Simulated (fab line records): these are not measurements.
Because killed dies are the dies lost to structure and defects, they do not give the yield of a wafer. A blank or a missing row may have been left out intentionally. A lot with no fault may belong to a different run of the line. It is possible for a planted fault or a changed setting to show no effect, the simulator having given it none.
Split-lot trial	flow n5Finfet	route with 1938 steps; 7 lots, 21 wafers read

== SPLIT DETAILS ==
At N5_BEOL_M14_SPUTTER_43 (material TaN, target thk 15 nm, time 24.19 s), the setting powerW was moved away from the recipe's 15000 W on 6 of the 21 wafers read, by -16.3% to +9.6%. This setting was run at the recipe's value on the other wafers.

The reading comes from the split's own step.

== THE READING ==
TaN_of_BEOL_M14_SPUTTER_43.thkNm (the simulator's own value, which no gauge read), in nm, at N5_BEOL_M14_SPUTTER_43 (material TaN, target thk 15 nm, time 24.19 s). No usual value for it is given in the file. Here, 15 wafers ran the recipe; their average is 15.0 nm with a standard deviation of 0.19 nm.

wafer	tool, chamber at the split	powerW as run, W	against the recipe	TaN_of_BEOL_M14_SPUTTER_43.thkNm, nm	against lot-mates on the recipe
L074.2	pvdSputter-01, -	15000	recipe	15.4	-
L074.3	pvdSputter-01, -	15000	recipe	14.8	-
L074.6	pvdSputter-01, -	15000	recipe	15	-
L079.2	pvdSputter-02, -	16440	+9.6%	16	+1.0
L079.4	pvdSputter-02, -	15000	recipe	15	-
L079.6	pvdSputter-02, -	16440	+9.6%	16.4	+1.4
L084.2	pvdSputter-02, -	15930	+6.2%	15.2	+0.4
L084.3	pvdSputter-02, -	15000	recipe	14.8	-
L084.6	pvdSputter-02, -	15000	recipe	14.8	-
L089.1	pvdSputter-03, -	12550	-16.3%	12.4	-2.8
L089.2	pvdSputter-03, -	15000	recipe	15.2	-
L089.6	pvdSputter-03, -	15000	recipe	15.2	-
L092.1	pvdSputter-03, -	15000	recipe	15.2	-
L092.6	pvdSputter-03, -	15000	recipe	15.2	-
L092.3	pvdSputter-03, -	15000	recipe	14.8	-
L091.1	pvdSputter-01, -	15000	recipe	15	-
L091.2	pvdSputter-01, -	15000	recipe	15	-
L091.5	pvdSputter-01, -	15000	recipe	15.2	-
L096.2	pvdSputter-03, -	15000	recipe	14.8	-
L096.4	pvdSputter-03, -	13660	-8.9%	13.6	-1.2
L096.5	pvdSputter-03, -	13660	-8.9%	13.8	-1.0

FIT RESULTS
A straight line over all 21 wafers: TaN_of_BEOL_M14_SPUTTER_43.thkNm changes by +0.138 nm for each +1% of powerW; r = +0.95; the points scatter about the line by 0.25 nm.
The same after taking each lot's own level away (the mean of its wafers on the recipe; 21 wafers): +0.139 nm for each +1%; r = +0.96; scatter 0.22 nm.
That fit puts the effect of the largest move of powerW on the reading at 2.3 nm.
Measured against the standard deviation above, the lots' own levels, which go from 14.80 to 15.20 nm, span 2.1 times it.
The two slopes agree, so the slope changes little with the lot-to-lot level.
Check: with one of the wafers moved furthest among these (-16.3%) left out of the fit, the line predicts -1.95 nm for it against its lot-mates. Against them it came out at -2.8 nm.

== OTHER SPLITS APPLIED TO THESE WAFERS ==
Other splits were also applied to these wafers ahead of the reading. Each is held against what the fit with the lots' levels taken away leaves over:
other split on the same wafers	wafers away from the commonest value	r with TaN_of_BEOL_M14_SPUTTER_43.thkNm (lot level and that fit taken away)
N5_BEOL_M9_EXPOSE_25 doseMj	9	-0.21
N5_BEOL_M10_ETCH_41 sourceW	5	-0.22
N5_BEOL_M12_ILD_DEP_00 timeS	10	-0.27
N5_BEOL_M13_ETCH_59 timeS	9	-0.25

== FILE'S OWN FIT ==
TaN_of_BEOL_M14_SPUTTER_43.thkNm changes by +0.146 nm for each +1% of powerW, r = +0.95.
